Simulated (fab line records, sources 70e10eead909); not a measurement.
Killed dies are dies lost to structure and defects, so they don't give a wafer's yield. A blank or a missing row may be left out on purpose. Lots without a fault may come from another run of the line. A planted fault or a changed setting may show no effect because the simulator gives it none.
Which tool did it? | flow nand_harc | 9 lots, 27 wafers sampled, at 5 steps of a route of 1302

WHAT THE GAUGES READ, wafer by wafer
NHARC_END_WLT_00.
lot  | measured     | on        | VT_DECK1_MIDDLE_INNER
L251 | day 24 17:49 | prober-01 | 0.886 0.890 0.888
L253 | day 24 17:49 | prober-02 | 0.898 0.895 0.882
L255 | day 26 23:52 | prober-02 | 0.897 0.898 0.886
L256 | day 27 19:43 | prober-02 | 0.884 0.883 0.880
L257 | day 27 14:40 | prober-01 | 0.893 0.885 0.890
L258 | day 28 14:38 | prober-02 | 0.884 0.885 0.887
L259 | day 28 06:25 | prober-02 | 0.889 0.886 0.889
L261 | day 28 15:05 | prober-01 | 0.951 0.953 0.946 0.939 0.947 0.946
L268 | day 31 16:05 | prober-02 | 0.895 0.884 0.890

WHICH TOOL RAN EACH LOT (tool, then ch and the chambers of the sampled wafers, then the start)
lot  | NHARC_A_CHANNEL_FILL_D1_ALD_02   | NHARC_A_CHANNEL_FILL_D1_ALD_14   | NHARC_A_CHANNEL_FILL_D1_CVD_18   | NHARC_A_CHANNEL_FILL_D1_STRIP_29
L251 | ald_hk-01 ch 1,3, day 9 07:38    | ald_hk-01 ch 0,1,2, day 9 14:41  | lpcvd_poly-03 ch 0, day 10 06:29 | rie_diel-13 ch 0,1,3, day 24 17:49 or earlier
L253 | ald_hk-04 ch 0,1, day 9 19:40    | ald_hk-01 ch 0,1,2, day 10 01:55 | lpcvd_poly-03 ch 0, day 10 16:53 | rie_diel-08 ch 1,3, day 24 17:49 or earlier
L255 | ald_hk-02 ch 0,2,3, day 11 07:40 | ald_hk-01 ch 0,1,3, day 11 14:56 | lpcvd_poly-03 ch 0, day 12 05:55 | rie_diel-08 ch 0,2,3, day 26 23:52 or earlier
L256 | ald_hk-01 ch 0,1,3, day 12 02:59 | ald_hk-01 ch 1,2, day 12 10:01   | lpcvd_poly-01 ch 0, day 13 01:03 | rie_diel-08 ch 0,1, day 27 19:43 or earlier
L257 | ald_hk-01 ch 0,1,2, day 12 04:06 | ald_hk-02 ch 0,1,2, day 12 10:01 | lpcvd_poly-01 ch 0, day 13 01:03 | rie_diel-08 ch 0,1, day 27 14:40 or earlier
L258 | ald_hk-02 ch 0,1,2, day 12 11:47 | ald_hk-04 ch 0,2,3, day 12 18:44 | lpcvd_poly-03 ch 0, day 13 09:44 | rie_diel-13 ch 0,2,3, day 28 14:38 or earlier
L259 | ald_hk-02 ch 0,2, day 12 21:01   | ald_hk-02 ch 0,1,2, day 13 04:03 | lpcvd_poly-01 ch 0, day 13 19:04 | rie_diel-08 ch 0,1, day 28 06:25 or earlier
L261 | ald_hk-04 ch 0,1,2, day 13 00:14 | ald_hk-01 ch 0,1, day 13 07:31   | lpcvd_poly-02 ch 0, day 13 22:27 | rie_diel-08 ch 0,1,2, day 28 15:05 or earlier
L268 | ald_hk-02 ch 0,1,3, day 16 14:22 | ald_hk-02 ch 0,1,3, day 16 21:26 | lpcvd_poly-02 ch 0, day 17 12:20 | rie_diel-08 ch 0,1,2, day 31 16:05 or earlier
- NHARC_A_CHANNEL_FILL_D1_ALD_02: deposits SiO2, target thk 6 nm, pulse time 10 s, ald cycles 60.
- NHARC_A_CHANNEL_FILL_D1_ALD_14: deposits SiO2, target thk 2.5 nm, pulse time 10 s, ald cycles 25.
- NHARC_A_CHANNEL_FILL_D1_CVD_18: deposits poly-Si, target thk 3 nm.
- NHARC_A_CHANNEL_FILL_D1_STRIP_29: strips in O2, time 20 s.

THE ANSWER, worked out from the rows above alone
Rule: what is usual is taken from the lots themselves. Put in order of their means at a reading, lots are off if they are a third of the lots or fewer, leave a main group of 4 or more, and stand apart from it by a gap of 3 or more times the standard deviation of the main group's means; of several such gaps the widest counts. A main group whose means are all the same, to the digits that the tables above print for the reading, isn't used. A lot without any number at a reading at which 4 lots or more have one is off too. The other lots that the step has rows for count as sound.
Off: L261, at NHARC_END_WLT_00 (VT_DECK1_MIDDLE_INNER). The main group: mean 0.889, standard deviation 0.0033.
A tool fits if, at a process step before that reading, it ran every lot that is off, and no sound lot after the first of them. The gauges at NHARC_END_WLT_00 are tried like those tools. NHARC_A_CHANNEL_FILL_D1_STRIP_29 gives no start for some lots, so the hours and the order of its lots are those of NHARC_END_WLT_00. Can't be told from this: 3 tools fit, ald_hk-04 at NHARC_A_CHANNEL_FILL_D1_ALD_02, ald_hk-01 at NHARC_A_CHANNEL_FILL_D1_ALD_14, prober-01 at NHARC_END_WLT_00.

WHAT THE SIMULATOR HAD PUT IN
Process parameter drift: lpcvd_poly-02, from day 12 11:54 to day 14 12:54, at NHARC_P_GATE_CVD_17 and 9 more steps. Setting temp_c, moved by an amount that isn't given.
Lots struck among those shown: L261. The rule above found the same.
